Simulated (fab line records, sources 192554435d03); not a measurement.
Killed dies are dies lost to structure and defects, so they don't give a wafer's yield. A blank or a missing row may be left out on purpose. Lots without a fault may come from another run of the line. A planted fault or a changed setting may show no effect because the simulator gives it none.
Chamber matching | flow n5_finfet | N5_MOL_CONTACT_COAG_ETCH_110 on rie_diel-04: 4 sister chambers
The step etches Si in CF4/O2, target depth 2.5 nm, time 8 s. 4 wafers are shown with their chamber, then 9 later ones without.

WAFERS WITH THEIR CHAMBER
wafer  | chamber | showerhead_plenum_p_Torr (Torr)
L080.6 | 0       | 2.26
L083.4 | 1       | 2.18
L089.4 | 3       | 2.27
L089.6 | 2       | 2.16

WAFERS WITHOUT THEIR CHAMBER
wafer  | showerhead_plenum_p_Torr (Torr)
L092.1 | 2.15
L092.4 | 2.18
L092.6 | 2.25
L095.4 | 2.15
L095.5 | 2.17
L095.6 | 2.25
L097.1 | 2.17
L097.4 | 2.15
L097.5 | 2.17

WHICH CHAMBER EACH WENT THROUGH
wafer  | from the rows above     | in truth
L092.1 | 2                       | 2
L092.4 | 1                       | 1
L092.6 | can't be placed: 0 or 3 | 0
L095.4 | 2                       | 2
L095.5 | can't be placed: 2 or 1 | 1
L095.6 | can't be placed: 0 or 3 | 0
L097.1 | can't be placed: 2 or 1 | 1
L097.4 | 2                       | 2
L097.5 | can't be placed: 2 or 1 | 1
Placed correctly: 4 of 9. Can't be placed from these rows: 5 (the true chamber is among the candidates in 5). Placed wrongly: 0.
How it was worked out, from the rows above alone: a wafer's distance from a chamber is the root of the sum, over the readings, of the square of ((its reading less the chamber's mean) divided by the reading's scatter). The wafer belongs to the nearest chamber; if the next one is less than 2 further off, it can't be placed. A chamber's mean is the mean of its shown wafers. The scatter: with one shown wafer a chamber, the root of the mean of the squares of how far each hidden wafer lies from its nearest shown one.
